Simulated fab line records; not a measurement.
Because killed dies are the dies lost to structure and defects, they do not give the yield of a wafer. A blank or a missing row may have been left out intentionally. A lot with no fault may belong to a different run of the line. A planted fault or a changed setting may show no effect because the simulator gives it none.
Split-lot trial :: flow n5-finfet :: 7 lots, 21 wafers read, on a route of 1938 steps

## SPLIT DETAILS
At N5_GATE_CUT_EXPOSE_10 (exposes mask GATE CUT, target cd 20 nm), the setting dose-mj was moved away from the recipe's 43.25 on 7 of the 21 wafers read, by -7.2% to +6.2%. The other wafers ran this setting at the recipe's value.

## FROM THE SPLIT TO THE READING: what the file shows between them, 2 steps
- N5_GATE_CUT_PEB_11: peb time 60 s
- N5_GATE_CUT_DEVELOP_12: develop time 30 s

## THE READING
At N5_GATE_CUT_CD_MEAS_13: cd-nm in nanometres, against a target cd of 20 nm. On this fab line, fault-free wafers typically give 19.92 nm with a standard deviation of 0.27 nm.

wafer: L074.2
tool, chamber at the split: euv-scanner-02, 0
dose-mj as run: 43.25
against the recipe: recipe
cd-nm, nm: 20.07
against lot-mates on the recipe: -

wafer: L074.5
tool, chamber at the split: euv-scanner-02, 0
dose-mj as run: 40.15
against the recipe: -7.2%
cd-nm, nm: 17.85
against lot-mates on the recipe: -2.22

wafer: L074.6
tool, chamber at the split: euv-scanner-02, 0
dose-mj as run: 40.15
against the recipe: -7.2%
cd-nm, nm: 18.24
against lot-mates on the recipe: -1.83

wafer: L082.1
tool, chamber at the split: euv-scanner-01, 0
dose-mj as run: 43.25
against the recipe: recipe
cd-nm, nm: 19.54
against lot-mates on the recipe: -

wafer: L082.3
tool, chamber at the split: euv-scanner-01, 0
dose-mj as run: 43.25
against the recipe: recipe
cd-nm, nm: 19.60
against lot-mates on the recipe: -

wafer: L082.5
tool, chamber at the split: euv-scanner-01, 0
dose-mj as run: 43.25
against the recipe: recipe
cd-nm, nm: 19.67
against lot-mates on the recipe: -

wafer: L089.2
tool, chamber at the split: euv-scanner-02, 0
dose-mj as run: 43.25
against the recipe: recipe
cd-nm, nm: 19.55
against lot-mates on the recipe: -

wafer: L089.3
tool, chamber at the split: euv-scanner-02, 0
dose-mj as run: 45.2
against the recipe: +4.5%
cd-nm, nm: 20.70
against lot-mates on the recipe: +1.15

wafer: L089.5
tool, chamber at the split: euv-scanner-02, 0
dose-mj as run: 45.2
against the recipe: +4.5%
cd-nm, nm: 20.97
against lot-mates on the recipe: +1.42

wafer: L090.3
tool, chamber at the split: euv-scanner-02, 0
dose-mj as run: 43.25
against the recipe: recipe
cd-nm, nm: 19.88
against lot-mates on the recipe: -

wafer: L090.5
tool, chamber at the split: euv-scanner-02, 0
dose-mj as run: 43.25
against the recipe: recipe
cd-nm, nm: 20.27
against lot-mates on the recipe: -

wafer: L090.6
tool, chamber at the split: euv-scanner-02, 0
dose-mj as run: 43.25
against the recipe: recipe
cd-nm, nm: 19.82
against lot-mates on the recipe: -

wafer: L093.1
tool, chamber at the split: euv-scanner-01, 0
dose-mj as run: 41.79
against the recipe: -3.4%
cd-nm, nm: 18.85
against lot-mates on the recipe: -0.91

wafer: L093.4
tool, chamber at the split: euv-scanner-01, 0
dose-mj as run: 43.25
against the recipe: recipe
cd-nm, nm: 19.76
against lot-mates on the recipe: -

wafer: L093.6
tool, chamber at the split: euv-scanner-01, 0
dose-mj as run: 41.79
against the recipe: -3.4%
cd-nm, nm: 19.03
against lot-mates on the recipe: -0.73

wafer: L094.1
tool, chamber at the split: euv-scanner-02, 0
dose-mj as run: 45.94
against the recipe: +6.2%
cd-nm, nm: 21.22
against lot-mates on the recipe: +1.33

wafer: L094.3
tool, chamber at the split: euv-scanner-02, 0
dose-mj as run: 43.25
against the recipe: recipe
cd-nm, nm: 19.88
against lot-mates on the recipe: -

wafer: L094.4
tool, chamber at the split: euv-scanner-02, 0
dose-mj as run: 43.25
against the recipe: recipe
cd-nm, nm: 19.90
against lot-mates on the recipe: -

wafer: L097.1
tool, chamber at the split: euv-scanner-01, 0
dose-mj as run: 43.25
against the recipe: recipe
cd-nm, nm: 20.12
against lot-mates on the recipe: -

wafer: L097.3
tool, chamber at the split: euv-scanner-01, 0
dose-mj as run: 43.25
against the recipe: recipe
cd-nm, nm: 19.79
against lot-mates on the recipe: -

wafer: L097.4
tool, chamber at the split: euv-scanner-01, 0
dose-mj as run: 43.25
against the recipe: recipe
cd-nm, nm: 20.15
against lot-mates on the recipe: -

FIT RESULTS
A straight line over all 21 wafers: cd-nm changes by +0.24 nm for each +1% of dose-mj; r = +0.97; the points scatter about the line by 0.21 nm.
The same after taking each lot's own level away (the mean of its wafers on the recipe; 21 wafers): +0.265 nm for each +1%; r = +0.98; scatter 0.16 nm.
That fit puts the effect of the largest move of dose-mj on the reading at 1.9 nm.
The lots' own levels span 19.550 to 20.070 nm, that is 1.9 times the standard deviation above.
The two slopes agree, so the slope changes little with the lot-to-lot level.
Check: with one of the wafers moved furthest among these (-7.2%) left out of the fit, the line predicts -1.79 nm for it against its lot-mates. It came out at -2.22 nm against them.

## OTHER SPLITS ON THESE WAFERS
These wafers also went through other splits before the reading. Each is held against what the fit with the lots' levels taken away leaves over:
other split on the same wafers: N5_HKMG_FIN_ETCH_54 bias-w
wafers away from the commonest value: 8
r with cd-nm (lot level and that fit taken away): -0.02

other split on the same wafers: N5_GATE_CUT_COAT_27 spin-rpm
wafers away from the commonest value: 7
r with cd-nm (lot level and that fit taken away): -0.25

## THE WHOLE CHAIN: every reading that the file lists as answering this split, in the file's order
step: N5_GATE_CUT_CD_MEAS_13
what it does: target cd 20 nm
reading: cd-nm
change (the file's fit): +0.257 nm for each +1% of the setting
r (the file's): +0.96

step: N5_GATE_CUT_DESCUM_18
what it does: chemistry O2, time 7 s
reading: GATE_CUT.cd-nm (the simulator's own value, which no gauge read)
change (the file's fit): +0.176 nm for each +1% of the setting
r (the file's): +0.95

step: N5_GATE_CUT_ETCH_28
what it does: etches underlayer in N2/H2, target depth 13 nm, time 10.4 s
reading: GATE_CUT.cd-nm (the simulator's own value, which no gauge read)
change (the file's fit): +0.171 nm for each +1% of the setting
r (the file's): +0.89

step: N5_GATE_CUT_ETCH_37
what it does: etches SOC in N2/H2, target depth 60 nm, overetch 12 nm, time 90 s
reading: GATE_CUT.cd-nm (the simulator's own value, which no gauge read)
change (the file's fit): +0.202 nm for each +1% of the setting
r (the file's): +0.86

## FILE'S OWN FIT
cd-nm changes by +0.257 nm for each +1% of dose-mj, r = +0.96.
